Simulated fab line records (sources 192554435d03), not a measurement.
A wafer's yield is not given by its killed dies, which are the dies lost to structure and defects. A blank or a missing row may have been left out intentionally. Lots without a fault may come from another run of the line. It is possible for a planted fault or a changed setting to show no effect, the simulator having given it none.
fab line records | flow n5_finfet
record: lots: 10 wafers: 28 last_day: 18
route steps=1938 shown SDB@347 DUMMY_REMOVAL@377 BEOL_M4@1111
lots with no fault: from the same line, run without faults
start_h: the number of hours between the record's first day and the start of the first shown wafer of the lot | wait_h: hours elapsed since this lot's preceding step | " the same as in the row above | L1.1+2: a single row standing in for several wafers | - either no value or no given start | * or withheld: withheld | < > ~ a bound
route shown NAME@n: a module of which the file shows steps, and the number in the route of the first | usual: mean and standard deviation over wafers with no fault | same: alike in all rows | chamber/n: place in a boat | sites: per-site readings | _std_site: the values' standard deviation | _edge_site: inner sites' mean taken away from outer sites' mean | radius_mm: how far each site lies from the wafer's centre | mask NAME#n: copy n | behind: the last tool/chamber to shape the wafer | hold: reason for holding the lot/hours on hold/outcome of the hold | device: which transistor (n, p or np) failed to switch | end of line: tests run on the same wafers once the route is complete | a step without rows: its recipe alone | killed: dies that structure and defects cost at the first sort, which is not the same as the wafer's yield | map: a wafer's dies, x killed, . not, _ none there
set.NAME: setting as actually run; set.NAME@STEP: the setting as run at that earlier step | model.NAME: the simulator's own value behind a step, which no gauge read
one table for each step of the route and one row for each wafer, over a sample of lots
services: when a tool's chamber went out of use (start_h, in hours from the record's first day, below 0 if earlier), for how many hours, and the reason
== steps ==
step: N5_SDB_HM_DEP_00
recipe: material: SiNx target_thk_a: 400 temp_c: 400 precursor: SiH4/NH3/N2 pressure_torr: 1.5 rf_w: 300 time_s: 35.3
usual: heater_power_w: 770/130 showerhead_plenum_p_Torr: 5.12/0.047 throttle_valve_pct: 40.9/1.7
columns lot.wafer tool chamber start_h wait_h heater_power_w showerhead_plenum_p_Torr throttle_valve_pct
L285.1 pecvd-04 2 82.01 0.0 704 5.13 41.8
L285.4 " 1 " " 572 5.15 40.8
L285.5 " 0 " " 693 5.06 42.7
L286.1 pecvd-02 1 89.61 0.0 776 5.07 42.2
L286.3 " 2 " " 754 5.15 37.3
L286.5 " 1 " " 780 5.09 42.0
L289.1 pecvd-03 0 108.36 0.0 1042 5.12 41.1
L289.3 " 1 " " 845 5.24 40.5
L289.6 " 0 " " 1077 5.12 41.3
L291.1 pecvd-04 1 118.94 0.0 558 5.14 40.3
L291.2 " 0 " " 702 5.05 42.4
L291.3 " 0 " " 696 5.06 43.0
L293.1 pecvd-02 1 131.62 0.0 824 5.09 41.9
L293.3 " 2 " " 663 5.16 37.6
L293.6 " 0 " " 890 5.11 42.0
L296.3 pecvd-02 2 148.76 0.0 632 5.15 37.6
L296.4 " 0 " " 811 5.10 42.1
L296.5 " 1 " " 803 5.07 42.3
L300.1 pecvd-04 1 173.77 0.0 654 5.14 40.8
L300.5 " 2 " " 722 5.14 41.5
L301.3 pecvd-02 2 181.84 0.0 684 5.15 37.6
L301.6 " 1 " " 745 5.07 42.2
L304.2 pecvd-03 0 197.77 0.0 1004 5.12 41.3
L304.3 " 2 " " 752 5.11 39.8
L304.4 " 1 " " 831 5.24 40.6
L305.1 pecvd-02 1 209.01 0.0 800 5.06 42.3
L305.3 " 0 " " 828 5.12 42.4
L305.6 " 2 " " 725 5.16 37.8
step: N5_SDB_ALD_29
recipe: material: SiNx target_thk_a: 300 temp_c: 400 ald_precursor_family: SiH2I2 ald_co_reactant: N2/H2-plasma pulse_time_s: 1 ald_cycles: 600 purge_time_s: 2 co_reactant_purge_time_s: 2 pressure_torr: 2
usual: ald_cycles: 600/0 heater_power_w: 851/100 precursor_pulse_height_rel: 1.000/0.019
columns lot.wafer tool chamber start_h wait_h ald_cycles heater_power_w precursor_pulse_height_rel
L285.1 ald_sin-03 0 83.43 0.0 600 1018 0.991
L285.4 " 1 " " 600 870 1.007
L285.5 " 0 84.79 1.4 600 1041 0.960
L286.1 ald_sin-04 2 90.95 0.0 600 896 1.001
L286.3 " 0 " " 600 813 1.031
L286.5 " 1 92.30 1.4 600 962 1.007
L289.1 ald_sin-04 0 109.70 0.0 600 836 0.986
L289.3 " 2 " " 600 906 0.993
L289.6 " 0 111.05 1.4 600 818 0.998
L291.1 ald_sin-04 1 121.58 0.0 600 972 1.044
L291.2 " 3 " " 600 733 0.973
L291.3 " 0 " " 600 778 1.002
L293.1 ald_sin-04 0 133.26 0.2 600 803 0.968
L293.3 " 2 " " 600 894 0.978
L293.6 " 1 134.62 1.6 600 955 0.974
L296.3 ald_sin-03 2 150.17 0.1 600 759 0.988
L296.4 " 1 " " 600 858 0.998
L296.5 " 3 151.52 1.5 600 874 0.991
L300.1 ald_sin-03 0 175.38 0.0 687 1055 1.002
L300.5 " 2 176.73 1.4 600 770 1.007
L301.3 ald_sin-03 3 183.05 0.0 687 873 1.010
L301.6 " 1 184.41 1.4 600 859 0.995
L304.2 ald_sin-03 1 198.98 0.0 600 873 0.990
L304.3 " 3 " " 687 873 1.001
L304.4 " 0 " " 600 1025 0.967
L305.1 ald_sin-04 0 210.35 0.0 600 753 0.985
L305.3 " 3 " " 600 732 0.948
L305.6 " 3 211.70 1.4 600 734 1.017
step: N5_SDB_THK_MEAS_31
recipe: reads: a-Si_of_DUMMY_GATE_CVD_03
usual: SDB_THK: 64.1/1.3
columns lot.wafer tool chamber start_h wait_h SDB_THK[nm]
L285.1 film_metro-02 - 86.46 - 64.6
L285.4 " - " " 65.7
L285.5 " - " " 65.6
L286.1 film_metro-01 - 93.97 - 61.9
L286.3 " - " " 63.9
L286.5 " - " " 64.7
L289.1 film_metro-02 - 112.72 - 66.0
L289.3 " - " " 64.5
L289.6 " - " " 66.5
L291.1 film_metro-02 - 124.62 - 64.8
L291.2 " - " " 63.5
L291.3 " - " " 64.9
L293.1 film_metro-02 - 136.29 - 64.6
L293.3 " - " " 62.5
L293.6 " - " " 62.8
L296.3 film_metro-02 - 153.21 - 62.5
L296.4 " - " " 63.5
L296.5 " - " " 62.4
L300.1 film_metro-01 - 178.41 - 66.2
L300.5 " - " " 64.6
L301.3 film_metro-02 - 186.08 - 63.7
L301.6 " - " " 62.7
L304.2 film_metro-01 - 202.01 - 63.9
L304.3 " - " " 64.0
L304.4 " - " " 66.1
L305.1 film_metro-01 - 213.37 - 63.0
L305.3 " - " " 63.0
L305.6 " - " " 63.6
step: N5_DUMMY_REMOVAL_HM_STRIP_01
recipe: chemistry: CH3F/O2 material: SiNx target_depth_a: 40 stop_on: poly-Si time_s: 6.8 over_etch_frac: 0.3 ion_energy_ev: 60 power_w: 410 bias_w: 29 Ar_flow_sccm: 150 CH3F_flow_sccm: 30 O2_flow_sccm: 20
usual: drypump_motor_current_A: 5.5/0.4 oes_product_au: 0.64/0.07 rf_vpp_V: 127.4/1 showerhead_plenum_p_Torr: 2.01/0.06 throttle_valve_pct: 16.38/0.2
columns lot.wafer tool chamber start_h wait_h drypump_motor_current_A oes_product_au rf_hours_counter_h rf_vpp_V showerhead_plenum_p_Torr throttle_valve_pct
L285.1 rie_diel-02 1 86.52 0.0 6.0 0.59 168 126.5 1.99 16.38
L285.4 " 2 " " 5.8 0.56 246 127.8 1.98 16.41
L285.5 " 3 " " 5.7 0.75 - 127.3 2.11 16.33
L286.1 rie_diel-02 1 94.03 0.0 6.0 0.60 170 126.2 1.99 16.41
L286.3 " 3 " " 5.7 0.76 18 128.1 2.11 16.33
L286.5 " 1 " " 5.9 0.59 - 127.1 1.99 16.40
L289.1 rie_diel-02 3 112.78 0.0 5.7 0.74 20 128.9 2.11 16.34
L289.3 " 1 " " 5.9 0.59 179 128.6 1.99 16.43
L289.6 " 1 " " 6.0 0.59 - 127.3 1.98 16.40
L291.1 rie_diel-04 1 124.68 0.0 5.0 0.58 209 127.2 1.97 16.57
L291.2 " 3 " " 5.4 0.60 180 128.9 2.08 16.42
L291.3 " 0 " " 5.7 0.73 36 126.5 1.97 16.22
L293.1 rie_diel-04 3 136.38 0.1 5.4 0.60 183 127.3 2.08 16.41
L293.3 " 0 " " 5.7 0.72 40 125.2 1.97 16.22
L293.6 " 2 " " 5.7 0.59 - 127.9 1.92 16.28
L296.3 rie_diel-04 3 153.27 0.0 5.4 0.59 188 126.5 2.08 16.45
L296.4 " 0 " " 5.6 0.72 44 129.8 1.97 16.23
L296.5 " 0 " " 5.6 0.71 - 127.3 1.97 16.23
L300.1 rie_diel-02 1 178.48 0.0 6.0 0.57 202 126.7 1.98 16.46
L300.5 " 0 " " 4.7 0.57 - 126.7 2.00 16.74
L301.3 rie_diel-06 2 186.14 0.0 6.1 0.62 131 125.6 1.98 16.24
L301.6 " 0 " " 5.6 0.59 - 125.8 2.09 16.43
L304.2 rie_diel-04 2 202.07 0.0 5.7 0.59 171 126.6 1.91 16.31
L304.3 " 0 " " 5.6 0.68 59 127.3 1.96 16.25
L304.4 " 1 " " 5.0 0.56 233 126.3 1.97 16.58
L305.1 rie_diel-06 3 213.43 0.0 5.2 0.69 48 129.3 2.12 16.06
L305.3 " 1 " " 5.4 0.67 72 127.1 1.95 16.53
L305.6 " 2 " " 6.1 0.63 - 126.4 1.98 16.23
step: N5_BEOL_M4_RC_MEAS_101
usual: DIBL_N: 37.5/2.5 DIBL_P: 38/3.1 IOFF_N: 0.19/0.059 IOFF_P: 0.24/0.061 ION_N: 679/16 ION_P: 465/9.8 SS_N: 72.0/0.8 SS_P: 73.7/0.86 VT_N: 248/4.5 VT_P: -249/3.5
columns lot.wafer tool chamber start_h wait_h DIBL_N[mV/V] DIBL_P[mV/V] IOFF_N[nA/um] IOFF_P[nA/um] ION_N[uA/um] ION_P[uA/um] SS_N[mV/dec] SS_P[mV/dec] VT_N[mV] VT_P[mV]
L285.1 prober-01 0 188.43 0.0 35.7 36 0.15 0.19 673 458 71.9 72.4 253 -250
L285.4 " 0 " " 33.3 34 0.11 0.17 651 455 70.6 71.8 255 -253
L285.5 " 0 " " 37.1 38 0.18 0.24 669 461 71.6 73.8 248 -249
L286.1 prober-02 0 188.58 0.0 37.5 38 0.19 0.24 679 463 71.3 73.4 249 -248
L286.3 " 0 " " 41.0 43 0.31 0.37 711 480 72.8 75.0 238 -242
L286.5 " 0 " " 37.7 38 0.18 0.25 683 469 72.1 73.4 248 -247
L289.1 prober-02 0 221.67 0.0 35.9 37 0.16 0.20 667 459 72.3 73.8 251 -252
L289.3 " 0 " " 37.2 37 0.19 0.20 680 461 72.0 73.0 249 -251
L289.6 " 0 " " 33.6 34 0.11 0.17 659 451 70.9 73.0 255 -254
L291.1 prober-01 0 225.41 0.0 41.4 40 0.27 0.33 702 477 72.5 74.7 244 -244
L291.2 " 0 " " 37.6 35 0.15 0.21 671 458 71.6 73.5 255 -247
L291.3 " 0 " " 38.9 38 0.19 0.28 679 468 72.4 73.4 246 -244
L293.1 prober-02 0 252.06 0.0 39.0 40 0.23 0.28 694 469 71.8 73.5 244 -247
L293.3 " 0 " " 36.6 38 0.17 0.24 672 463 71.9 73.4 249 -248
L293.6 " 0 " " 42.2 45 0.37 0.43 714 484 72.8 74.8 238 -242
L296.3 prober-02 0 259.21 0.3 35.8 36 0.13 0.21 659 465 71.9 73.3 256 -249
L296.4 " 0 " " 36.5 37 0.14 0.21 658 455 71.5 73.3 252 -250
L296.5 " 0 " " 38.3 38 0.19 0.27 682 471 72.0 74.3 248 -248
L300.1 prober-02 0 284.19 0.0 34.5 35 0.14 0.21 668 462 70.9 73.5 249 -249
L300.5 " 0 " " 39.9 40 0.24 0.28 696 475 71.8 74.1 244 -246
L301.3 prober-02 0 288.15 0.3 37.6 37 0.19 0.24 683 463 72.1 73.9 249 -249
L301.6 " 0 " " 37.4 36 0.20 0.24 685 466 72.0 73.8 244 -250
L304.2 prober-02 0 312.12 0.2 37.5 39 0.18 0.22 679 466 72.5 73.7 251 -252
L304.3 " 0 " " 34.7 35 0.13 0.17 673 459 71.5 73.4 254 -252
L304.4 " 0 " " 37.5 40 0.19 0.26 677 463 72.1 74.5 248 -249
L305.1 prober-02 0 317.13 0.0 36.5 37 0.18 0.22 681 462 72.6 73.0 250 -249
L305.3 " 0 " " 36.5 39 0.19 0.27 690 476 72.7 74.0 247 -247
L305.6 " 0 " " 36.0 37 0.15 0.20 677 461 72.3 73.7 253 -253
== services ==
columns tool chamber start_h hours kind
pecvd-02 1 81.62 2.1 scheduled_down
ald_sin-03 - 86.14 14.0 pm
ald_sin-03 0 86.14 14.0 vent_cycle
ald_sin-03 1 86.14 14.0 vent_cycle
rie_diel-02 3 98.29 13.9 repair
rie_diel-02 - 99.37 0.4 repair
rie_diel-04 - 115.63 0.3 repair
pecvd-03 1 117.28 10.5 repair
pecvd-02 2 118.84 6.7 repair
ald_sin-03 - 142.68 6.1 pm
pecvd-02 2 167.45 5.0 scheduled_down
rie_diel-06 3 176.37 19.3 repair
ald_sin-04 - 176.75 14.0 pm
ald_sin-04 0 176.75 14.0 vent_cycle
ald_sin-04 1 176.75 14.0 vent_cycle
ald_sin-04 2 176.75 14.0 vent_cycle
ald_sin-04 3 176.75 14.0 vent_cycle
pecvd-02 0 182.67 2.3 repair
pecvd-02 - 184.08 0.6 repair
ald_sin-04 0 190.75 - clean
ald_sin-04 1 190.75 - clean
ald_sin-04 2 190.75 - clean
ald_sin-04 3 190.75 - clean
pecvd-03 - 209.60 1.2 repair
== key ==
first_sign: step: N5_SDB_ALD_29 reading: ald_cycles direction: up sigmas: 99+ usual: * struck: *
effect none on later readings
met_at N5_SDB_ALD_29
struck_lots L300,L301,L304
struck_wafers L300.1,L301.3,L304.3
not_acting_at N5_SDB_HM_DEP_00,N5_SDB_THK_MEAS_31,N5_DUMMY_REMOVAL_HM_STRIP_01
onset_between 150.17 175.38
fault: kind: process_parameter_drift tool: ald_sin-03 chamber: - onset_h: 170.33 steps: N5_SDB_ALD_29 channel: ald_cycles offset: * shape: step end_h: 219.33 scope: struck_wafers_only acts_in: * stated: *
